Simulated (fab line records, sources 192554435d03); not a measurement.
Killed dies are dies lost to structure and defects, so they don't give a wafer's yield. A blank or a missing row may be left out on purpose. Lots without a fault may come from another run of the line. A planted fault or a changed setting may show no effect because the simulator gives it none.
Split-lot experiment | flow n5_finfet | 7 lots, 21 wafers read, on a route of 1938 steps

THE SPLIT
At N5_BEOL_M6_ETCH_66 (etches SOC in N2/H2, target depth 80 nm, overetch 16 nm, time 120 s), the setting bias_w was moved away from the recipe's 150 W on 7 of the 21 wafers read, by -15.5% to +15.3%. The other wafers ran this setting at the recipe's value.

The reading is taken at the split's own step.

THE READING
rf_vpp_V, in V, at N5_BEOL_M6_ETCH_66 (etches SOC in N2/H2, target depth 80 nm, overetch 16 nm, time 120 s). Fault-free wafers of this fab line usually give 523.5 V, standard deviation 2.7 V.

wafer  | tool, chamber at the split | bias_w as run, W | against the recipe | rf_vpp_V, V | against lot-mates on the recipe
L076.2 | rie_diel-01, 2             | 150              | recipe             | 523.3       | -
L076.4 | rie_diel-01, 0             | 150              | recipe             | 523.0       | -
L076.6 | rie_diel-01, 2             | 160.3            | +6.9%              | 545.8       | +22.6
L083.1 | rie_diel-05, 0             | 150              | recipe             | 521.8       | -
L083.4 | rie_diel-05, 1             | 150              | recipe             | 520.7       | -
L083.5 | rie_diel-05, 0             | 150              | recipe             | 522.9       | -
L085.1 | rie_diel-04, 3             | 150              | recipe             | 527.5       | -
L085.5 | rie_diel-04, 2             | 150              | recipe             | 519.7       | -
L085.6 | rie_diel-04, 3             | 150              | recipe             | 526.2       | -
L086.2 | rie_diel-04, 0             | 126.7            | -15.5%             | 469.1       | -57.3
L086.3 | rie_diel-04, 3             | 150              | recipe             | 526.4       | -
L086.6 | rie_diel-04, 0             | 126.7            | -15.5%             | 469.5       | -56.9
L089.2 | rie_diel-04, 0             | 132.8            | -11.5%             | 484.0       | -39.3
L089.4 | rie_diel-04, 3             | 132.8            | -11.5%             | 484.5       | -38.8
L089.6 | rie_diel-04, 0             | 150              | recipe             | 523.3       | -
L088.2 | rie_diel-04, 0             | 150              | recipe             | 523.5       | -
L088.3 | rie_diel-04, 2             | 171.3            | +14.2%             | 565.0       | +39.9
L088.4 | rie_diel-04, 3             | 150              | recipe             | 526.8       | -
L096.1 | rie_diel-04, 1             | 150              | recipe             | 526.8       | -
L096.2 | rie_diel-04, 0             | 150              | recipe             | 523.4       | -
L096.6 | rie_diel-04, 0             | 173              | +15.3%             | 572.6       | +47.5

THE FIT
A straight line over all 21 wafers: rf_vpp_V changes by +3.31 V for each +1% of bias_w; r = +1.00; the points scatter about the line by 2.6 V.
The same after taking each lot's own level away (the mean of its wafers on the recipe; 21 wafers): +3.33 V for each +1%; r = +0.99; scatter 2.8 V.
On that fit, the largest move of bias_w shifts the reading by 52 V.
The lots' own levels span 521.80 to 526.40 V, that is 1.7 times the standard deviation above.
So the lot-to-lot level changes the slope little: the two slopes agree.
Check: with one of the wafers moved furthest among these (-15.5%) left out of the fit, the line predicts -51.6 V for it against its lot-mates. It came out at -57.3 V against them.
Tool readings at the split's step, against how far the setting was moved: rf_vpp_V r = +1.00.

OTHER SPLITS ON THESE WAFERS
These wafers also went through other splits before the reading. Each is held against what the fit with the lots' levels taken away leaves over:
other split on the same wafers | wafers away from the commonest value | r with rf_vpp_V (lot level and that fit taken away)
N5_BEOL_M3_EXPOSE_25 dose_mj   | 7                                    | +0.38
N5_BEOL_M4_PECVD_72 time_s     | 7                                    | -0.40
N5_BEOL_M5_COAT_22 spin_rpm    | 5                                    | -0.31
N5_BEOL_M5_EXPOSE_25 dose_mj   | 8                                    | +0.05

THE WHOLE CHAIN: every reading that the file lists as answering this split, in the file's order
step               | what it does                                                        | reading                                                                          | change (the file's fit)                | r (the file's)
N5_BEOL_M6_ETCH_66 | etches SOC in N2/H2, target depth 80 nm, overetch 16 nm, time 120 s | rf_vpp_V                                                                         | +3.25 V for each +1% of the setting    | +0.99
N5_BEOL_M6_ETCH_66 | etches SOC in N2/H2, target depth 80 nm, overetch 16 nm, time 120 s | SiARC_of_BEOL_M6_COAT_64.thk_nm (the simulator's own value, which no gauge read) | -0.0632 nm for each +1% of the setting | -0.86

THE FILE'S OWN FIT
rf_vpp_V changes by +3.25 V for each +1% of bias_w, r = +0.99.
